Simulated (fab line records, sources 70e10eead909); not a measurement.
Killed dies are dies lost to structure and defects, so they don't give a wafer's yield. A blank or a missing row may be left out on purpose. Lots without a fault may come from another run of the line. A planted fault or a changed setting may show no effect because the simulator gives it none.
Chamber matching | flow nand_harc | NHARC_A_BONDPAD_CMP_29 on cmp-03: 4 sister chambers
The step polishes SiCN, target thk 200 nm. 22 wafers are shown with their chamber, then 11 later ones without.

WAFERS WITH THEIR CHAMBER
wafer  | chamber | motor_current_A (A)
L080.1 | 0       | 11.4
L080.2 | 1       | 11.0
L080.4 | 2       | 11.9
L080.3 | 3       | 10.3
L080.5 | 1       | 11.0
L080.6 | 2       | 12.4
L082.2 | 0       | 12.1
L082.4 | 3       | 10.5
L082.5 | 1       | 10.9
L083.1 | 0       | 11.5
L083.2 | 2       | 11.4
L083.4 | 3       | 10.7
L084.1 | 3       | 10.1
L084.4 | 0       | 11.8
L084.6 | 2       | 12.0
L087.1 | 0       | 11.8
L087.3 | 3       | 10.2
L087.4 | 2       | 12.1
L087.2 | 1       | 10.8
L087.5 | 1       | 10.9
L087.6 | 0       | 11.7
L085.1 | 2       | 11.6

SIGNATURES (means of the wafers above)
reading         | chamber 0 | chamber 1 | chamber 2 | chamber 3 | scatter within a chamber
motor_current_A | 11.717    | 10.920    | 11.900    | 10.360    | 0.259
Rule: a wafer's distance from a chamber is the root of the sum, over the readings, of the square of ((its reading less the chamber's mean) divided by the reading's scatter). The wafer belongs to the nearest chamber; if the next one is less than 2 further off, it can't be placed. The scatter: the root of (the sum of the squares of (reading less its chamber's mean) over the shown wafers, divided by (wafers less chambers)).

WAFERS WITHOUT THEIR CHAMBER
wafer  | motor_current_A (A)
L085.2 | 12.2
L085.5 | 12.4
L086.3 | 11.9
L086.4 | 11.1
L086.6 | 12.1
L086.1 | 10.5
L086.2 | 12.3
L086.5 | 10.9
L094.1 | 12.4
L094.3 | 10.9
L094.6 | 10.7

WHICH CHAMBER EACH WENT THROUGH
wafer  | from the rows above     | in truth
L085.2 | can't be placed: 2 or 0 | 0
L085.5 | can't be placed: 2 or 0 | 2
L086.3 | can't be placed: 2 or 0 | 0
L086.4 | can't be placed: 1 or 0 | 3
L086.6 | can't be placed: 2 or 0 | 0
L086.1 | can't be placed: 3 or 1 | 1
L086.2 | can't be placed: 2 or 0 | 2
L086.5 | 1                       | 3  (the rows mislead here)
L094.1 | can't be placed: 2 or 0 | 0
L094.3 | 1                       | 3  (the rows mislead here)
L094.6 | can't be placed: 1 or 3 | 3
Placed correctly: 0 of 11. Can't be placed from these rows: 9 (the true chamber is among the candidates in 8). Placed wrongly: 2.
